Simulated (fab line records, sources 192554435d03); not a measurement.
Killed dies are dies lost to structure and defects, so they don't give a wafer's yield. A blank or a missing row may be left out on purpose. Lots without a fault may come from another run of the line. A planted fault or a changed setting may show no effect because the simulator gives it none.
A struck lot beside a sound one | flow n5_finfet | 12 steps out of a route of 1938
Sound: wafers L348.1, L348.4, L348.6. Struck: wafers L354.1, L354.6. (L354.4 of the same lot was not struck and is left out.) The cause comes at the end.
At each step with rows: each side's tool, then ch and its chambers, then its first start. Under that, the readings that differ: sound wafers | struck wafers | difference of the means | sigmas: that difference in standard deviations of wafers without a fault.
alike: readings whose means differ by less than 2 such deviations, and words and numbers that are the same on both sides. not compared: withheld readings, readings that some wafer has no value for, bounds like >300 that may hide the same value, and numbers for which the record gives no deviation and whose values overlap.
The two part at a step that has a row with sigmas, a row that says differs or no value, or rows on one side only. Numbers that don't overlap but have no deviation are shown without sigmas and don't part them. A reading that every wafer of one side lacks parts them only if that side has two wafers or more.

N5_MOL_CONTACT_COAG_SPUTTER_143: material Co, target thk 2.5 nm.
  sound on pvd_sputter-03, day 5 03:58; struck on pvd_sputter-02, day 6 15:38
  alike: throttle_valve_pct
then, 1 step without rows for these wafers: N5_MOL_CONTACT_COAG_CO_FILL_22 (material Co, precursor CCTBA/H2, target thk 20 nm).
N5_MOL_CONTACT_COAG_ANNEAL_113: time 300 s.
  sound on rtp_anneal-01 ch 0, day 5 04:43; struck on rtp_anneal-02 ch 0, day 6 16:23
  reading             | sound             | struck      | difference | sigmas
  lamp_power_pct (%)  | 2.99 2.99 2.99    | 2.71 2.71   | -0.28      | -2
  lamp_zone_5_pct (%) | 2.99 2.99 3.00    | 2.71 2.71   | -0.28      | -2
  wafer_temp_C_max    | 401.2 401.4 401.6 | 402.5 402.4 | +1.1       | +2
then, 1 step without rows for these wafers: N5_MOL_CONTACT_COAG_PRE_CLEAN_142 (time 60 s).
N5_MOL_CONTACT_COAG_SPUTTER_130: material Co, target thk 47.5 nm.
  sound on pvd_sputter-02, day 5 05:47; struck on pvd_sputter-01, day 6 17:23
  alike: cathode_dc_power_W, throttle_valve_pct
then, 2 steps without rows for these wafers: N5_MOL_CONTACT_COAG_PRECLEAN_125 (cleans in DIW, time 57.5 s); N5_MOL_CONTACT_COAG_SRD_126 (dry time 32 s).
N5_MOL_CONTACT_COAG_CMP_23: polishes, stops on SiO2, t overpolish 1.5 s, target thk 0 nm.
  sound on cmp-01 ch 0,2,3, day 5 06:02; struck on cmp-03 ch 0,3, day 6 17:37
  alike: motor_current_A, overpolish_run_s, time_to_endpoint_s
then, 2 steps without rows for these wafers: N5_MOL_CONTACT_COAG_WET_ETCH_26 (target Co, target depth 13 nm); N5_MOL_CONTACT_COAG_WET_ETCH_116 (etches the open film in SC1-inhibited, target depth 4.6 nm, rinse time 30 s).
N5_MOL_CONTACT_COAG_ALD_27: deposits SiOC, target thk 17 nm, pulse time 1.5 s, time 2720 s.
  sound on ald_sin-01 ch 0,3, day 5 06:47; struck on ald_sin-01 ch 3, day 6 18:26
  reading                                           | sound                | struck        | difference | sigmas
  ald_cycles                                        | 340 340 340          | 257 257       | -83        |
  run_length_s (s)                                  | 2768.8 2769.4 2769.1 | 2104.9 2104.8 | -664.2     | -99 or more
  time_s (s)                                        | 2720 2720 2720       | 2056 2056     | -664       |
  model.SiOC_of_MOL_CONTACT_COAG_ALD_27.thk_nm (nm) | 17 17 17             | 13 13         | -4         |
  alike: heater_power_w, precursor_pulse_height_rel
N5_MOL_CONTACT_COAG_CMP_28: polishes, stops on SiNx, t overpolish 0.85 s, target thk 14.522 nm.
  sound on cmp-01 ch 0,1, day 5 08:21; struck on cmp-02 ch 1,2, day 6 20:03
  alike: motor_current_A

WHERE THEY PART
First at N5_MOL_CONTACT_COAG_ANNEAL_113; last, within this record, at N5_MOL_CONTACT_COAG_ALD_27. Later steps at which nothing parts them and some readings are alike: N5_MOL_CONTACT_COAG_CMP_28.

WHY: what the simulator had put in
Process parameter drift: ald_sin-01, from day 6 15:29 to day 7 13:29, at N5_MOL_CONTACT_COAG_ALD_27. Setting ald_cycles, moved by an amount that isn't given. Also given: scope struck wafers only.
